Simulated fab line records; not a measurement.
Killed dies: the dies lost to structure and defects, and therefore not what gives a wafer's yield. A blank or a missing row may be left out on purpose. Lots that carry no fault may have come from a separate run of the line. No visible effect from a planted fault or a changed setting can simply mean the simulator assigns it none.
fab line records | flow nand-harc | part 2 of 2: steps 44 to 45 of 45
[record] lots = 5 wafers = 15 last-day = 24
route steps=1159 shown A_CHANNEL_HOLE_D1@459 A_CHANNEL_FILL_D1@490 A_M0@1007 END@1159
lots that met no fault: taken from a fault-free run of the same line
start-h: the number of hours between the record's first day and the start of the first shown wafer of the lot | wait-h: how many hours have passed since the lot's step before this one | " unchanged from the row above | L1.1+2: a row that stands for several wafers | - no value, or no start was given | * or withheld: withheld | < > ~ a bound
route shown NAME@n: a module of which the file shows steps, and the number in the route of the first | usual: mean and standard deviation over wafers with no fault | same: alike in all rows | chamber/n: place in a boat | sites: each site's reading | _std_site: the standard deviation of these | _edge_site: the outer-site mean with the inner-site mean subtracted | radius-mm: for every site, how far away it sits from the centre of the wafer | mask NAME#n: copy n | behind: the tool/chamber that last shaped the wafer | hold: why the lot went on hold/how many hours it stayed there/how the hold came to an end | device: which transistor (n, p or np) failed to switch | end of line: tests of these same wafers at the route's end | a step with no rows: only its recipe | killed: the dies lost at the first sort to structure and to defects; this is not the yield of the wafer | map: dies across one wafer; x = killed, . = not, _ = none there
set.NAME: the setting the step ran with; set.NAME@STEP: the setting that earlier step ran with | model.NAME: the simulator's own value behind a step, which no gauge read
a table for each step, a row for each wafer; lots at some steps of the route
services: when a tool's chamber went out of use (start-h, in hours from the record's first day, below 0 if earlier), for how many hours, and the reason
[[steps]]
[step NHARC_A_M0_ETCH_15]
[recipe] target-depth-a = 1500 overetch-a = 150 time-s = 82.5 c4f8-flow-sccm = withheld ar-flow-sccm = 400 rf-w = 600 bias-w = 300 chemistry = C4F8/Ar
[usual] oes-product-au = 0.951/0.026 rf-vpp-V = 441.6/1.9
// columns lot.wafer tool chamber start-h wait-h oes-product-au rf-hours-counter-h rf-vpp-V model.A_M0.cd-nm
L997.2 rie-diel-10 1 - - 0.981 3 443.1 80.69
L997.3 " 0 " " 0.963 4 442.5 81.25
L997.4 " 0 " " 0.959 - 442.2 81.39
L111.3 rie-diel-05 0 - - 0.928 10 441.0 79.82
L111.6 " 0 " " 0.931 - 441.2 79.19
L111.5 " 1 " " 0.930 - 442.1 80.63
L108.4 rie-diel-04 1 - - 0.948 1 440.3 75.83
L108.1 " 2 " " 1.003 1 441.1 74.9
L108.3 " 3 " " 0.972 1 439.9 75.7
L115.2 rie-diel-10 1 - - 0.940 13 441.3 78.46
L115.6 " 1 " " 0.942 - 442.7 81.38
L115.5 " 2 " " 0.925 - 440.5 80.11
L117.2 rie-diel-10 0 - - 0.937 13 442.6 80.11
L117.4 " 3 " " 0.937 10 445.5 79.86
L117.5 " 0 " " 0.934 - 442.6 80.2
[step NHARC_END_SORT_01]
[recipe] temp-c = 25
[usual] killed-at-array = 29/10 killed-at-other = 0.7/1.1 killed-at-periphery = 3.3/2.4 killed-dies = 33/11 killed-open = 3.3/2 killed-short = 1.9/1.3
[same] gross-dies = 677
// columns lot.wafer tool chamber start-h wait-h killed-at-array killed-at-other killed-at-periphery killed-dies killed-open killed-short
L997.2 prober-02 0 446.30 2.8 20 0 6 26 6 1
L997.3 prober-02 0 447.10 3.1 25 0 5 30 4 2
L997.4 prober-02 0 447.89 3.4 19 1 5 25 3 2
L108.1 prober-01 0 549.56 2.5 35 0 4 39 6 2
L108.3 prober-01 0 551.17 3.1 37 1 3 41 2 3
L108.4 prober-01 0 551.97 3.4 35 5 5 45 2 0
L111.3 prober-02 0 551.11 3.1 29 2 8 39 2 3
L111.5 prober-02 0 552.70 3.7 30 5 3 38 1 4
L111.6 prober-02 0 553.50 4.0 26 0 6 32 6 0
L115.2 prober-01 0 567.41 2.8 23 0 2 25 1 1
L115.5 prober-01 0 569.80 3.7 32 2 3 37 3 2
L115.6 prober-01 0 570.60 4.0 27 0 1 28 3 1
L117.2 prober-02 0 574.10 2.8 27 0 4 31 6 1
L117.4 prober-02 0 575.71 3.4 25 0 3 28 0 2
L117.5 prober-02 0 576.51 3.7 27 2 1 30 2 2
// killed by level:class
L997.2 A_SLIT:chamber-film-flake=8 A_CHANNEL_HOLE_D1:chamber-film-flake=3 A_CONTACT:geometric-particle:open=2 P_ZERO_WELL:chamber-film-flake=2 P_BONDPAD:chamber-film-flake=2 P_CONTACT:geometric-particle:open=1 P_M2:geometric-particle:open=1 A_CHANNEL_FILL_D1:geometric-particle:open=1
L997.3 A_SLIT:chamber-film-flake=10 A_STAIRCASE:chamber-film-flake=4 A_CONTACT:geometric-particle:open=3 P_ZERO_WELL:chamber-film-flake=3 A_ZERO_WELL:chamber-film-flake=3 A_CHANNEL_HOLE_D1:chamber-film-flake=2 P_CONTACT:geometric-particle:short=1 A_CHANNEL_FILL_D1:geometric-particle:short=1
L997.4 A_SLIT:chamber-film-flake=8 P_ZERO_WELL:chamber-film-flake=3 A_CHANNEL_FILL_D1:geometric-particle:short=2 A_ZERO_WELL:chamber-film-flake=2 A_CHANNEL_FILL_D1:geometric-particle:open=1 A_SGD_CUT:geometric-particle:open=1 P_CONTACT:chamber-film-flake=1 P_BONDPAD:chamber-film-flake=1
L108.1 A_CHANNEL_HOLE_D1:chamber-film-flake=13 A_SLIT:chamber-film-flake=13 A_ONON_D1:geometric-particle:open=3 A_WL_FILL:geometric-particle:short=2 P_M0:geometric-particle:open=1 A_CHANNEL_FILL_D1:geometric-particle:open=1 A_M1:geometric-particle:open=1 P_STI:chamber-film-flake=1
L111.3 A_CHANNEL_HOLE_D1:chamber-film-flake=23 P_GATE:chamber-film-flake=2 P_CONTACT:chamber-film-flake=2 A_STAIRCASE:chamber-film-flake=2 THIN_TSV:chamber-film-flake=2 P_GATE:geometric-particle:open=1 P_CONTACT:geometric-particle:short=1 P_CONTACT:geometric-particle:open=1
L108.3 A_SLIT:chamber-film-flake=19 A_CHANNEL_HOLE_D1:chamber-film-flake=11 A_M1:geometric-particle:short=2 A_CONTACT:chamber-film-flake=2 P_M0:geometric-particle:open=1 A_CHANNEL_FILL_D1:geometric-particle:short=1 A_CHANNEL_FILL_D1:geometric-particle:open=1 P_GATE:chamber-film-flake=1
L108.4 A_CHANNEL_HOLE_D1:chamber-film-flake=13 A_SLIT:chamber-film-flake=11 A_CONTACT:chamber-film-flake=9 THIN_TSV:chamber-film-flake=5 P_M1:chamber-film-flake=2 P_CONTACT:geometric-particle:open=1 A_CONTACT:geometric-particle:open=1 P_GATE:chamber-film-flake=1
L111.5 A_CHANNEL_HOLE_D1:chamber-film-flake=16 A_STAIRCASE:chamber-film-flake=6 THIN_TSV:chamber-film-flake=5 A_CONTACT:chamber-film-flake=3 A_M1:geometric-particle:short=2 P_GATE:chamber-film-flake=2 A_ONON_D1:geometric-particle:short=1 A_CHANNEL_FILL_D1:geometric-particle:short=1
L111.6 A_CHANNEL_HOLE_D1:chamber-film-flake=14 A_CONTACT:chamber-film-flake=5 A_ONON_D1:geometric-particle:open=2 P_M1:chamber-film-flake=2 A_ZERO_WELL:chamber-film-flake=2 P_GATE:geometric-particle:open=1 P_M1:geometric-particle:open=1 A_M0:geometric-particle:open=1
L115.2 A_CHANNEL_HOLE_D1:chamber-film-flake=17 A_STAIRCASE:chamber-film-flake=2 A_CONTACT:chamber-film-flake=2 A_CONTACT:geometric-particle:open=1 A_BLC:geometric-particle:short=1 P_ZERO_WELL:chamber-film-flake=1 P_GATE:chamber-film-flake=1
L115.5 A_CHANNEL_HOLE_D1:chamber-film-flake=26 P_GATE:chamber-film-flake=2 A_CONTACT:chamber-film-flake=2 THIN_TSV:chamber-film-flake=2 P_M0:geometric-particle:open=1 A_CHANNEL_HOLE_D1:geometric-particle:short=1 A_CHANNEL_FILL_D1:geometric-particle:open=1 A_CONTACT:geometric-particle:short=1
L115.6 A_CHANNEL_HOLE_D1:chamber-film-flake=19 A_CONTACT:geometric-particle:open=2 A_SLIT:chamber-film-flake=2 A_M0:geometric-particle:short=1 A_M0:geometric-particle:open=1 P_ZERO_WELL:chamber-film-flake=1 A_STAIRCASE:chamber-film-flake=1 A_CONTACT:chamber-film-flake=1
L117.2 A_CHANNEL_HOLE_D1:chamber-film-flake=17 A_CONTACT:chamber-film-flake=4 A_WL_FILL:geometric-particle:open=2 P_GATE:chamber-film-flake=2 P_CONTACT:geometric-particle:short=1 P_M0:geometric-particle:open=1 A_CONTACT:geometric-particle:open=1 A_BLC:geometric-particle:open=1
L117.4 A_CHANNEL_HOLE_D1:chamber-film-flake=19 P_ZERO_WELL:chamber-film-flake=2 A_CONTACT:chamber-film-flake=2 A_CHANNEL_FILL_D1:geometric-particle:short=1 A_BLC:geometric-particle:short=1 P_STI:chamber-film-flake=1 A_STAIRCASE:chamber-film-flake=1 A_SLIT:chamber-film-flake=1
L117.5 A_CHANNEL_HOLE_D1:chamber-film-flake=19 A_SLIT:chamber-film-flake=2 A_CONTACT:chamber-film-flake=2 THIN_TSV:chamber-film-flake=2 A_ONON_D1:geometric-particle:open=1 A_CHANNEL_FILL_D1:geometric-particle:short=1 A_WL_FILL:geometric-particle:open=1 A_M0:geometric-particle:short=1
[[services]]
// columns tool chamber start-h hours kind
rie-diel-10 - 176.71 9.0 pm
rie-diel-08 0 180.76 1.9 repair
rie-diel-08 0 240.09 7.6 repair
rie-diel-09 3 242.98 8.4 repair
rie-diel-09 - 254.11 9.0 pm
rie-diel-10 2 267.66 2.8 repair
rie-diel-09 1 273.46 4.7 repair
rie-diel-10 3 280.74 2.1 repair
rie-diel-08 1 285.38 1.6 repair
rie-diel-08 - 301.80 9.0 pm
har-etch-01 - 308.84 17.0 pm
har-etch-01 - 338.76 0.4 repair
rie-diel-10 2 348.85 2.6 repair
rie-diel-10 - 353.71 9.0 pm
rie-diel-09 0 365.59 1.6 repair
rie-diel-09 1 378.57 2.4 repair
rie-diel-10 3 390.21 15.5 repair
rie-diel-08 1 396.03 11.2 repair
har-etch-02 - 400.65 0.7 repair
rie-diel-09 - 431.11 9.0 pm
rie-diel-10 3 434.63 7.0 repair
rie-diel-08 - 478.80 9.0 pm
rie-diel-08 3 493.36 1.8 repair
rie-diel-09 1 501.92 33.4 repair
[[key]]
first-sign none at tools or gauges
[model-effect] step = NHARC_A_M0_DESCUM_14 value = A_M0.cd-nm without = 79.46 struck = 75.45
[model-effect] step = NHARC_A_M0_ETCH_15 value = A_M0.cd-nm without = 79.48 struck = 75.48
met-at NHARC_A_CHANNEL_HOLE_D1_ETCH_19
struck-wafers L108.1,L108.3,L108.4
tester-left-out L108
[loop-trim] step = NHARC_A_M0_EXPOSE_06 setting = dose lots = L108
onset-between 174.30 267.89
also-fits NHARC_A_CHANNEL_HOLE_D1_DESCUM_15:rie-diel-09,NHARC_A_CHANNEL_HOLE_D1_ETCH_16:rie-diel-09,NHARC_A_CHANNEL_HOLE_D1_ETCH_26:har-etch-02,NHARC_A_CHANNEL_FILL_D1_ALD_02:ald-hk-04
[fault] kind = process-parameter-drift tool = har-etch-02 chamber = - onset-h = 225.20 steps = NHARC_A_CHANNEL_HOLE_D1_ETCH_19 channel = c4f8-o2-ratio offset = 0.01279 shape = step end-h = 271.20 acts-in = these-recipes-only stated = 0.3
// tester-left-out: of these lots the tester's yield and bins aren't shown, on N5 and GAA mostly nor the transistor test; their killed dies are dies lost to structure and defects alone, not to doping, threshold or leakage, so they don't give the yield
// loop-trim: a control loop set the setting to another value than it would have without faults
